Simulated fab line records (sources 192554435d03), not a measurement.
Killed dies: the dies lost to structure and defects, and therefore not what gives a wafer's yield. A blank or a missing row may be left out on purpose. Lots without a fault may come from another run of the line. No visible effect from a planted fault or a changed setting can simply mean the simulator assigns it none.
Chamber matching | flow n5_finfet | rie_diel-03 running N5_BEOL_M3_ETCH_74: 4 sister chambers
The step etches underlayer in N2/H2, target depth 6.5 nm, time 5.2 s. 27 wafers are shown with their chamber, then 12 later ones without.

WAFERS PAIRED WITH THEIR CHAMBERS
wafer  | chamber | drypump_motor_current_A (A) | throttle_valve_pct (%) | showerhead_plenum_p_Torr (Torr)
L074.2 | 3       | 6.7                         | 17.5                   | 2.60
L074.3 | 1       | 6.0                         | 18.3                   | 2.64
L074.6 | 3       | 6.7                         | 17.5                   | 2.60
L076.2 | 2       | 5.8                         | 17.7                   | 2.56
L076.5 | 1       | 6.1                         | 18.3                   | 2.64
L076.6 | 0       | 4.9                         | 17.5                   | 2.55
L077.1 | 1       | 6.1                         | 18.3                   | 2.64
L077.5 | 2       | 5.8                         | 17.7                   | 2.55
L077.6 | 3       | 6.6                         | 17.5                   | 2.60
L080.3 | 3       | 6.7                         | 17.5                   | 2.60
L080.4 | 2       | 5.8                         | 17.8                   | 2.55
L080.5 | 2       | 5.8                         | 17.7                   | 2.55
L081.2 | 0       | 4.9                         | 17.6                   | 2.54
L081.4 | 3       | 6.6                         | 17.5                   | 2.59
L081.5 | 2       | 5.8                         | 17.7                   | 2.55
L082.1 | 1       | 6.1                         | 18.3                   | 2.64
L082.2 | 3       | 6.7                         | 17.5                   | 2.59
L082.5 | 2       | 5.8                         | 17.7                   | 2.55
L085.3 | 1       | 6.0                         | 18.3                   | 2.63
L085.4 | 3       | 6.6                         | 17.6                   | 2.59
L085.5 | 0       | 4.9                         | 17.6                   | 2.54
L084.2 | 2       | 5.8                         | 17.8                   | 2.55
L084.4 | 0       | 4.9                         | 17.6                   | 2.54
L084.6 | 1       | 6.1                         | 18.3                   | 2.63
L087.1 | 2       | 5.8                         | 17.8                   | 2.55
L087.2 | 3       | 6.6                         | 17.6                   | 2.59
L087.3 | 0       | 4.9                         | 17.6                   | 2.53

SIGNATURES (means of the wafers above)
reading                  | chamber 0 | chamber 1 | chamber 2 | chamber 3 | scatter within a chamber
drypump_motor_current_A  | 4.900     | 6.067     | 5.800     | 6.650     | 0.0381
throttle_valve_pct       | 17.580    | 18.300    | 17.738    | 17.525    | 0.0426
showerhead_plenum_p_Torr | 2.5400    | 2.6367    | 2.5513    | 2.5950    | 0.0052
Rule: a wafer's distance from a chamber is the root of the sum, over the readings, of the square of ((its reading less the chamber's mean) divided by the reading's scatter). If the next closest chamber is less than 2 further off than the closest, the wafer can't be placed; otherwise it belongs to the closest. The scatter: the root of (the sum of the squares of (reading less its chamber's mean) over the shown wafers, divided by (wafers less chambers)).

WAFERS WHOSE CHAMBER IS MISSING
wafer  | drypump_motor_current_A (A) | throttle_valve_pct (%) | showerhead_plenum_p_Torr (Torr)
L090.3 | 5.8                         | 17.8                   | 2.54
L090.4 | 4.9                         | 17.6                   | 2.53
L090.6 | 6.0                         | 18.3                   | 2.63
L092.4 | 5.8                         | 17.8                   | 2.54
L092.5 | 4.9                         | 17.6                   | 2.53
L092.6 | 6.6                         | 17.5                   | 2.58
L096.1 | 6.6                         | 17.6                   | 2.58
L096.3 | 4.9                         | 17.6                   | 2.53
L096.5 | 4.9                         | 17.6                   | 2.53
L097.1 | 6.7                         | 17.6                   | 2.58
L097.2 | 5.8                         | 17.8                   | 2.54
L097.3 | 6.1                         | 18.4                   | 2.62

WHICH CHAMBER EACH ONE RAN IN
wafer  | from the rows above | in truth
L090.3 | 2                   | 2
L090.4 | 0                   | 0
L090.6 | 1                   | 1
L092.4 | 2                   | 2
L092.5 | 0                   | 0
L092.6 | 3                   | 3
L096.1 | 3                   | 3
L096.3 | 0                   | 0
L096.5 | 0                   | 0
L097.1 | 3                   | 3
L097.2 | 2                   | 2
L097.3 | 1                   | 1
Correct placement for 12 of the 12. From these rows, 0 cannot be placed. Number placed wrongly: 0.
